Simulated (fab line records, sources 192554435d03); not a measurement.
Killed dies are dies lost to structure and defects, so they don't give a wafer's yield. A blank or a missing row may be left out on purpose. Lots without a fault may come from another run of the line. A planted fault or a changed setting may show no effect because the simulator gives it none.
fab line records | flow n5_finfet | part 2 of 2: steps 5 to 6 of 6
record lots=24 wafers=72 last_day=19
route steps=1938 shown HKMG_FIN@451 GATE_CUT@505 MOL_CONTACT_COAG@532
lots that met no fault: from a run of the same line without faults
start_h: hours from the record's first day to the start of the lot's first wafer shown | wait_h: hours since the lot's step before | " the same as in the row above | L1.1+2: a row that stands for several wafers | - no value, or no start given | * or withheld: withheld | < > ~ a bound
route shown NAME@n: a module of which the file shows steps, and the number in the route of the first | usual: mean/standard deviation of fault-free wafers | same: alike in all rows | chamber/n: place in a boat | sites: the reading at each site | _std_site: their standard deviation | _edge_site: outer sites' mean less inner sites' | radius_mm: how far each site lies from the wafer's centre | mask NAME#n: copy n | behind: the tool/chamber that last shaped the wafer | hold: why the lot was held/for how many hours/how that ended | device: the transistor (n, p or np) that didn't switch | end of line: the same wafers' tests at the end of the route | a step without rows: its recipe alone | killed: dies lost to structure and defects at the first sort, not the wafer's yield | map: a wafer's dies, x killed, . not, _ none there
set.NAME: the setting as run; set.NAME@STEP: as run at that earlier step | model.NAME: the simulator's own value behind a step, which no gauge read
steps of the route over a sample of lots; a table a step, a row a wafer
services: from which hour (start_h, from the record's first day; less than 0 if before it) a tool's chamber was out of use, for how many hours, and why
## steps
# step N5_MOL_CONTACT_COAG_ETCH_106
# recipe chemistry=N2/H2 target=SOC target_depth_a=800 overetch_a=160 mask_material=SiARC temp_c=40 time_s=120 ion_energy_ev=200 pressure_mtorr=30 source_w=840 bias_w=150 n2_flow_sccm=200 h2_flow_sccm=200
# usual drypump_motor_current_A=5.9/0.54 oes_product_au=0.72/0.062 rf_vpp_V=523.3/2.8 showerhead_plenum_p_Torr=2.52/0.1 throttle_valve_pct=17.77/0.25
# same time_s=120
# columns lot.wafer tool chamber start_h wait_h drypump_motor_current_A oes_product_au rf_hours_counter_h rf_vpp_V showerhead_plenum_p_Torr throttle_valve_pct
L074.1 rie_diel-05 0 102.56 0.1 5.4 0.81 21 526.0 2.59 17.59
L074.4 " 0 " " 5.3 0.80 - 527.5 2.59 17.61
L074.6 " 0 " " 5.4 0.80 - 524.3 2.59 17.62
L075.1 rie_diel-03 3 103.69 0.0 5.6 0.63 213 525.5 2.63 18.36
L075.2 " 0 " " 6.0 0.78 42 523.2 2.49 17.94
L075.6 " 0 " " 6.0 0.78 - 521.5 2.49 17.95
L076.3 rie_diel-03 2 104.54 0.0 6.7 0.79 30 524.3 2.59 17.82
L076.4 " 0 " " 6.0 0.78 - 520.7 2.49 17.94
L076.6 " 2 " " 6.7 0.79 - 525.1 2.59 17.80
L078.2 rie_diel-03 0 111.42 0.0 6.0 0.78 46 521.5 2.49 17.95
L078.3 " 2 " " 6.7 0.77 34 525.7 2.59 17.81
L078.6 " 2 " " 6.7 0.78 - 525.8 2.59 17.80
L077.4 rie_diel-01 1 118.51 0.0 6.4 0.76 29 523.1 2.51 17.53
L077.5 " 2 " " 5.4 0.65 - 526.7 2.63 17.89
L077.6 " 1 " " 6.4 0.77 - 522.9 2.51 17.56
L080.2 rie_diel-03 1 126.17 0.0 6.5 0.80 25 525.6 2.60 17.53
L080.4 " 0 " " 6.0 0.77 53 521.0 2.48 17.96
L080.5 " 3 " " 5.6 0.63 - 526.0 2.63 18.36
L079.1 rie_diel-01 3 127.98 0.0 5.2 0.69 145 517.7 2.32 17.46
L079.4 " 1 " " 6.5 0.77 32 523.0 2.50 17.56
L079.6 " 1 " " 6.5 0.76 - 522.9 2.50 17.54
L081.1 rie_diel-03 3 131.08 0.0 5.6 0.62 219 526.4 2.63 18.38
L081.2 " 2 " " 6.7 0.77 43 524.7 2.59 17.82
L081.6 " 1 " " 6.5 0.80 - 523.4 2.60 17.56
L082.1 rie_diel-03 1 140.10 0.0 6.5 0.80 29 524.3 2.59 17.57
L082.3 " 3 " " 5.6 0.63 222 526.5 2.62 18.37
L082.4 " 0 " " 6.0 0.76 57 520.7 2.48 17.97
L083.2 rie_diel-03 0 142.81 0.0 6.0 0.76 58 521.9 2.48 17.97
L083.3 " 3 " " 5.6 0.63 223 525.0 2.62 18.37
L083.6 " 3 " " 5.6 0.63 - 525.3 2.62 18.37
L084.1 rie_diel-01 0 147.49 0.0 6.2 0.70 133 520.0 2.44 17.81
L084.3 " 2 " " 5.4 0.65 193 526.0 2.63 17.91
L084.4 " 1 " " 6.5 0.75 39 522.8 2.50 17.57
L085.1 rie_diel-01 2 155.80 0.0 5.4 0.64 197 525.4 2.63 17.92
L085.4 " 0 " " 6.2 0.71 137 521.0 2.44 17.80
L085.6 " 3 " " 5.2 0.69 - 519.1 2.32 17.49
L086.2 rie_diel-03 3 164.18 0.0 5.6 0.62 230 525.9 2.62 18.37
L086.4 " 1 " " 6.5 0.77 38 524.6 2.59 17.57
L086.5 " 1 " " 6.5 0.78 - 525.6 2.59 17.58
L087.1 rie_diel-01 3 166.70 0.0 5.1 0.68 159 519.5 2.32 17.49
L087.2 " 0 " " 6.2 0.69 140 523.6 2.43 17.82
L087.5 " 3 " " 5.1 0.69 - 518.3 2.32 17.50
L088.2 rie_diel-01 3 176.68 0.0 5.1 0.68 163 518.8 2.32 17.49
L088.3 " 1 " " 6.5 0.74 50 523.0 2.50 17.59
L088.6 " 1 " " 6.4 0.74 - 522.3 2.50 17.58
L089.2 rie_diel-01 2 184.63 0.0 5.4 0.63 207 527.0 2.62 17.94
L089.3 " 0 " " 6.2 0.70 146 521.7 2.43 17.83
L089.5 " 3 " " 5.1 0.68 - 518.9 2.32 17.49
L090.2 rie_diel-01 2 189.83 0.0 5.4 0.63 208 526.6 2.62 17.93
L090.4 " 1 " " 6.5 0.74 53 521.2 2.50 17.60
L090.6 " 2 " " 5.4 0.63 - 526.1 2.62 17.94
L091.2 rie_diel-05 0 190.07 0.0 5.3 0.75 60 526.2 2.57 17.69
L091.5 " 2 " " 5.7 0.67 - 525.1 2.64 17.99
L091.6 " 1 " " 6.2 0.81 - 522.5 2.48 17.54
L092.1 rie_diel-01 1 197.43 0.0 6.5 0.74 56 521.8 2.49 17.58
L092.2 " 0 " " 6.2 0.69 150 520.8 2.43 17.83
L092.4 " 3 " " 5.1 0.68 169 517.9 2.32 17.52
L093.2 rie_diel-01 0 206.17 0.0 6.3 0.69 152 521.0 2.43 17.82
L093.4 " 3 " " 5.1 0.68 171 516.7 2.31 17.52
L093.6 " 1 " " 6.5 0.74 - 521.4 2.49 17.60
L094.1 rie_diel-01 0 209.78 0.0 6.2 0.69 153 520.7 2.43 17.85
L094.3 " 2 " " 5.4 0.63 214 525.6 2.62 17.96
L094.4 " 3 " " 5.2 0.68 172 517.5 2.31 17.51
L095.2 rie_diel-05 0 216.24 0.0 5.4 0.73 69 525.4 2.57 17.70
L095.5 " 3 " " 5.5 0.81 - 521.9 2.48 17.34
L095.6 " 0 " " 5.4 0.74 - 526.1 2.57 17.69
L096.2 rie_diel-03 1 222.42 0.0 6.5 0.75 55 523.8 2.58 17.61
L096.5 " 3 " " 5.6 0.61 - 524.9 2.61 18.41
L096.6 " 0 " " 6.0 0.73 - 520.0 2.47 18.02
L097.1 rie_diel-01 3 226.58 0.0 5.1 0.67 178 518.0 2.31 17.52
L097.5 " 3 " " 5.1 0.66 - 518.1 2.31 17.52
L097.6 " 2 " " 5.4 0.63 - 526.0 2.62 17.96
# step N5_MOL_CONTACT_COAG_CONTACT_ETCH_14
# recipe chemistry=C4F6/O2 target=SiO2 target_depth_a=275 overetch_a=85 mask_material=SOC pressure_mtorr=30 source_w=370 bias_w=185 Ar_flow_sccm=300 C4F6_flow_sccm=16 O2_flow_sccm=10 time_s=20 ion_energy_ev=259.6
# usual drypump_motor_current_A=5.9/0.54 mfc_ar_sccm=300.0/0.76 oes_product_au=0.69/0.059 rf_vpp_V=692/3.6 showerhead_plenum_p_Torr=2.86/0.11 throttle_valve_pct=21.24/0.25
# same time_s=20
# columns lot.wafer tool chamber start_h wait_h drypump_motor_current_A mfc_ar_sccm oes_product_au rf_hours_counter_h rf_vpp_V showerhead_plenum_p_Torr throttle_valve_pct
L074.1 rie_diel-05 0 102.86 0.0 5.4 300.0 0.76 22 694 2.97 21.26
L074.4 " 0 " " 5.3 300.3 0.77 - 695 2.97 21.26
L074.6 " 0 " " 5.4 298.9 0.77 - 695 2.97 21.27
L075.1 rie_diel-03 0 103.79 0.0 6.0 299.5 0.74 42 691 2.82 21.30
L075.2 " 2 " " 6.7 299.6 0.75 30 695 2.95 21.46
L075.6 " 0 " " 6.0 300.4 0.74 - 690 2.82 21.31
L076.3 rie_diel-03 2 104.64 0.0 6.8 299.5 0.75 30 693 2.95 21.48
L076.4 " 0 " " 6.0 300.3 0.74 - 689 2.82 21.30
L076.6 " 2 " " 6.7 298.3 0.75 - 695 2.95 21.47
L078.2 rie_diel-03 0 111.52 0.0 6.0 298.9 0.73 46 691 2.82 21.29
L078.3 " 2 " " 6.7 300.5 0.74 34 693 2.95 21.46
L078.6 " 2 " " 6.7 300.6 0.74 - 695 2.95 21.46
L077.4 rie_diel-01 1 118.61 0.0 6.5 299.6 0.73 29 691 2.82 20.85
L077.5 " 2 " " 5.4 301.6 0.62 - 696 2.98 21.37
L077.6 " 1 " " 6.5 298.8 0.73 - 691 2.82 20.85
L080.2 rie_diel-03 1 126.27 0.0 6.5 300.7 0.76 25 695 2.93 21.00
L080.4 " 0 " " 6.0 300.1 0.74 53 692 2.81 21.32
L080.5 " 3 " " 5.6 299.9 0.60 - 694 2.97 21.82
L079.1 rie_diel-01 3 128.08 0.0 5.1 300.5 0.66 146 686 2.65 20.98
L079.4 " 1 " " 6.4 301.5 0.73 32 691 2.82 20.88
L079.6 " 1 " " 6.5 299.5 0.73 - 691 2.82 20.86
L081.1 rie_diel-03 3 131.18 0.0 5.6 299.8 0.60 219 695 2.97 21.80
L081.2 " 2 " " 6.7 298.6 0.73 43 694 2.95 21.48
L081.6 " 1 " " 6.5 299.6 0.77 - 695 2.93 21.00
L082.1 rie_diel-03 1 140.20 0.0 6.4 300.3 0.76 29 695 2.93 21.00
L082.3 " 3 " " 5.6 300.8 0.60 222 696 2.97 21.81
L082.4 " 0 " " 6.0 299.2 0.73 57 689 2.81 21.32
L083.2 rie_diel-03 0 142.91 0.0 6.0 300.8 0.72 58 691 2.81 21.33
L083.3 " 3 " " 5.6 301.8 0.61 223 696 2.97 21.81
L083.6 " 3 " " 5.6 300.5 0.60 - 694 2.97 21.80
L084.1 rie_diel-01 0 147.59 0.0 6.2 301.1 0.68 133 687 2.77 21.36
L084.3 " 2 " " 5.4 300.1 0.61 193 696 2.98 21.39
L084.4 " 1 " " 6.4 299.9 0.72 39 690 2.82 20.87
L085.1 rie_diel-01 2 155.90 0.0 5.4 299.0 0.61 197 697 2.97 21.38
L085.4 " 0 " " 6.2 300.1 0.66 137 690 2.77 21.36
L085.6 " 3 " " 5.1 298.9 0.66 - 687 2.64 20.99
L086.2 rie_diel-03 3 164.28 0.0 5.6 300.9 0.59 230 695 2.96 21.82
L086.4 " 1 " " 6.5 301.3 0.75 38 695 2.93 21.02
L086.5 " 1 " " 6.5 300.5 0.74 - 694 2.93 21.01
L087.1 rie_diel-01 3 166.80 0.0 5.2 300.5 0.65 159 686 2.64 21.01
L087.2 " 0 " " 6.2 299.7 0.66 140 688 2.77 21.36
L087.5 " 3 " " 5.1 299.3 0.65 - 686 2.64 21.00
L088.2 rie_diel-01 3 176.78 0.0 5.1 298.7 0.65 163 685 2.64 20.98
L088.3 " 1 " " 6.5 298.9 0.71 50 691 2.81 20.89
L088.6 " 1 " " 6.5 298.7 0.71 - 691 2.81 20.87
L089.2 rie_diel-01 2 184.73 0.0 5.5 300.3 0.61 207 695 2.97 21.37
L089.3 " 0 " " 6.2 299.5 0.65 146 689 2.77 21.39
L089.5 " 3 " " 5.2 300.3 0.65 - 685 2.64 20.98
L090.2 rie_diel-01 2 189.93 0.0 5.4 299.5 0.61 208 696 2.97 21.40
L090.4 " 1 " " 6.5 299.6 0.70 53 690 2.81 20.89
L090.6 " 2 " " 5.4 299.8 0.60 - 695 2.97 21.40
L091.2 rie_diel-05 0 190.17 0.0 5.3 299.6 0.71 60 693 2.95 21.32
L091.5 " 2 " " 5.6 300.0 0.63 - 697 2.97 21.32
L091.6 " 1 " " 6.2 301.2 0.78 - 690 2.82 21.11
L092.1 rie_diel-01 1 197.53 0.0 6.4 301.2 0.70 56 689 2.81 20.91
L092.2 " 0 " " 6.2 299.1 0.66 150 689 2.76 21.38
L092.4 " 3 " " 5.1 301.0 0.64 169 684 2.64 21.00
L093.2 rie_diel-01 0 206.27 0.0 6.2 300.1 0.66 152 689 2.76 21.37
L093.4 " 3 " " 5.1 300.7 0.64 171 685 2.64 21.00
L093.6 " 1 " " 6.4 301.0 0.70 - 689 2.81 20.90
L094.1 rie_diel-01 0 209.88 0.0 6.2 299.0 0.65 153 689 2.76 21.37
L094.3 " 2 " " 5.4 299.5 0.60 214 695 2.97 21.42
L094.4 " 3 " " 5.1 300.4 0.65 172 685 2.64 21.01
L095.2 rie_diel-05 0 216.34 0.0 5.3 299.3 0.71 69 695 2.94 21.32
L095.5 " 3 " " 5.6 300.2 0.77 - 691 2.84 20.99
L095.6 " 0 " " 5.4 300.3 0.71 - 695 2.94 21.33
L096.2 rie_diel-03 1 222.52 0.0 6.5 300.4 0.72 55 693 2.92 21.04
L096.5 " 3 " " 5.6 300.4 0.58 - 694 2.96 21.85
L096.6 " 0 " " 6.0 300.9 0.70 - 689 2.80 21.38
L097.1 rie_diel-01 3 226.68 0.0 5.1 301.1 0.63 179 684 2.63 21.02
L097.5 " 3 " " 5.1 299.6 0.64 - 683 2.63 21.02
L097.6 " 2 " " 5.4 299.4 0.60 - 695 2.97 21.41
## services
# columns tool chamber start_h hours kind
ald_metal-01 0 74.13 4.7 repair
ald_metal-02 0 78.36 4.6 repair
rie_metal-03 - 83.56 1.7 repair
rie_diel-05 1 84.10 21.9 repair
ald_metal-01 0 88.47 3.5 repair
rie_diel-05 3 96.30 1.8 repair
rie_metal-03 - 99.25 2.8 pm
rie_diel-05 2 100.11 16.3 repair
rie_diel-05 1 116.46 - clean
rie_diel-05 1 116.46 - consumable_replace:focus_ring
rie_diel-05 3 119.45 6.4 repair
rie_diel-05 3 134.83 - clean
rie_diel-05 3 134.83 - consumable_replace:focus_ring
rie_diel-05 3 134.83 29.9 scheduled_down
rie_diel-05 3 134.83 29.9 vent_cycle
rie_diel-03 2 157.49 2.7 repair
ald_metal-02 2 183.39 4.4 repair
ald_metal-02 3 196.45 26.9 repair
ald_metal-02 2 208.75 6.2 repair
